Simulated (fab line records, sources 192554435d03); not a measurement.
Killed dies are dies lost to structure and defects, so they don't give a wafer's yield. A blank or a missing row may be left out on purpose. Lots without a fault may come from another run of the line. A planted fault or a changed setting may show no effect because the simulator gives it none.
One fault seen from 2 desks | flow n5_finfet | each desk has only its own numbers; what lay behind them comes last

THE METROLOGY DESK
What the gauges read, lot by lot, whatever tool the lot ran on: means of the sampled wafers that have a number. A lot is out of limits, marked OUT, if its mean lies more than 4 standard deviations from the usual mean; the brackets give that distance. Of its 10 readings 7 are shown: those that lie furthest out on some lot.
Columns: A = DIBL_N at N5_BEOL_M4_RC_MEAS_101, usual 36.3 mV/V; B = DIBL_P at N5_BEOL_M4_RC_MEAS_101, usual 36.2 mV/V; C = ION_N at N5_BEOL_M4_RC_MEAS_101, usual 673 uA/um; D = ION_P at N5_BEOL_M4_RC_MEAS_101, usual 461 uA/um; E = SS_N at N5_BEOL_M4_RC_MEAS_101, usual 71.5 mV/dec; F = VT_N at N5_BEOL_M4_RC_MEAS_101, usual 249.9 mV; G = VT_P at N5_BEOL_M4_RC_MEAS_101, usual -250.6 mV
lot  | first seen here | A    | B    | C   | D   | E    | F     | G
L638 | day 9 09:42     | 37.7 | 36.7 | 681 | 465 | 71.7 | 247.8 | -250.6
L644 | day 10 21:26    | 37.0 | 37.3 | 673 | 460 | 72.6 | 252.0 | -251.4
L645 | day 11 07:11    | 35.7 | 35.3 | 668 | 452 | 71.3 | 251.5 | -251.3
L650 | day 12 07:16    | 36.4 | 36.0 | 674 | 465 | 71.3 | 249.9 | -248.5
This desk's finding: nothing out of limits on any of the 4 lots.

THE TOOL OWNER'S DESK: litho_track-04
The tool's own readings at N5_BEOL_M2_COAT_61 (time 60 s, resist thk 60 nm): means of the sampled wafers that have a number, for each lot that ran on this tool. A lot is out of limits, marked OUT, if its mean lies more than 4 standard deviations from the usual mean; the brackets give that distance.
Columns: A = spin_speed_rpm at N5_BEOL_M2_COAT_61, usual 1500.1 rpm
lot  | first seen here | A
L638 | day 7 23:33     | 1501.0
L644 | day 9 07:53     | 1405.4 (-99 or more) OUT
L645 | day 10 01:48    | 1404.8 (-99 or more) OUT
This desk's finding: out of limits on L644, L645; first on L644, day 9 07:53 (spin_speed_rpm at N5_BEOL_M2_COAT_61). In limits: L638.

PUT TOGETHER
The tool owner's desk could have raised an alarm at day 9 07:53, on L644, L645.
The metrology desk saw nothing out of limits.
The metrology desk has L644, L645 on record, within its limits.
Of the lots named, all ran N5_BEOL_M2_COAT_61 on litho_track-04.

WHAT THE SIMULATOR HAD PUT IN
Process parameter drift: litho_track-04, from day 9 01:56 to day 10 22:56, at N5_BEOL_M2_COAT_61. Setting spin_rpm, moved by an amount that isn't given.
Lots struck among those shown: L644, L645.
Hours from the fault's start to each desk's first reading out of limits: the tool owner's desk, 6.
